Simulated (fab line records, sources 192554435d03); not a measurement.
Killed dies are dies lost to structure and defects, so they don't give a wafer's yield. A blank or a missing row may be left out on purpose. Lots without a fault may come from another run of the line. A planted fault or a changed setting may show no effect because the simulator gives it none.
Problem report in the 8D (eight disciplines) form, filled by code | flow n5_finfet | the parts of the form that need people (team, actions taken, sign-off) are left out

1. THE PROBLEM
killed_at_M4_up at N5_PASSIVATION_PROBE_49 reads a mean of 116 on 6 wafers of 2 lots; wafers without a fault read 14 with a standard deviation of 5.7. That is +18 standard deviations from the usual mean.
First seen on wafer L569.1, day 15 12:24, on prober-01. The record holds 6 wafers of 2 lots with a number at this step. Rule for "out", or "out of limits": more than 4 standard deviations from the usual mean. The other wafers with a number count as sound.

2. WHAT IT IS AND WHAT IT IS NOT
question                    | is                     | is not
which readings at this step | killed_at_M4_up        | killed_at_M0_to_M3, killed_at_contacts, killed_at_other, killed_open, killed_short
which lots                  | L568, L569             | -
which wafers of those lots  | all that have a number | -
read on which tools         | prober-01              | -
when                        | from day 15 12:24      | up to then (0 sound wafers)

3. SUSPECTS, AND WHAT RULES EACH OUT
Counting: a tool at a process step up to the reading stays a suspect if it ran every lot that is out and no sound lot after the first of them.
- pvd_sputter-02 at N5_BEOL_M4_SPUTTER_79 (material Cu, target thk 4.5 nm, time 8.29 s): kept. It ran every lot that is out, first L568 (day 10 20:22), and no sound lot after that.
- prober-01 at N5_PASSIVATION_PROBE_49: kept. It ran every lot that is out, first L569 (day 15 12:24), and no sound lot after that. Its own readings are out on those wafers: killed_at_M4_up.
Left after counting: pvd_sputter-02 at N5_BEOL_M4_SPUTTER_79, prober-01 at N5_PASSIVATION_PROBE_49.

4. THE CAUSE (what the simulator had put in)
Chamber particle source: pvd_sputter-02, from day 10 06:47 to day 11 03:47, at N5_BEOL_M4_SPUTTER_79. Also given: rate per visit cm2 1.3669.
Counting left 2 suspects, and this tool is among them.

5. THE CHAIN OF EFFECTS, in route order
Each row: a reading whose mean over the struck wafers that have a number lies more than 3 standard deviations from the usual. Only readings for which the record gives a usual standard deviation are gone through. hours: the time from each lot's start at the first step in this table that gives one to its start at this step, as a median over the lots. sigmas: the change in usual standard deviations.
hours | step                    | reading              | usual  | on struck wafers | change | sigmas
0     | N5_PASSIVATION_PROBE_49 | defect_limited_yield | 91.1 % | 83.9             | -7.2   | -5.2
0     | N5_PASSIVATION_PROBE_49 | killed_at_M4_up      | 14     | 116              | +102   | +18
0     | N5_PASSIVATION_PROBE_49 | killed_dies          | 105    | 190              | +85    | +5.0
0     | N5_PASSIVATION_PROBE_49 | sort_bin_5_function  | 5.3 %  | 9.9              | +4.6   | +4.8
0     | N5_PASSIVATION_PROBE_49 | sort_n_pass          | 1075   | 990              | -85    | -5.0
0     | N5_PASSIVATION_PROBE_49 | sort_yield_pct       | 91.1 % | 83.9             | -7.2   | -5.2
The process steps in it:
- N5_PASSIVATION_PROBE_49

6. WHAT WOULD HAVE CAUGHT IT SOONER
In this record the first reading out of limits was taken at day 15 12:24, 126 hours after the fault began at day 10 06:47.
Of the tool readings at N5_BEOL_M4_SPUTTER_79 for which the record gives a usual standard deviation, none was out on any struck wafer, so an alarm limit of 4 standard deviations on them would not have fired.
All the lots that are out (2) had begun N5_BEOL_M4_SPUTTER_79 on pvd_sputter-02 by day 15 12:24. A hold on the tool at that time would have spared none of them.
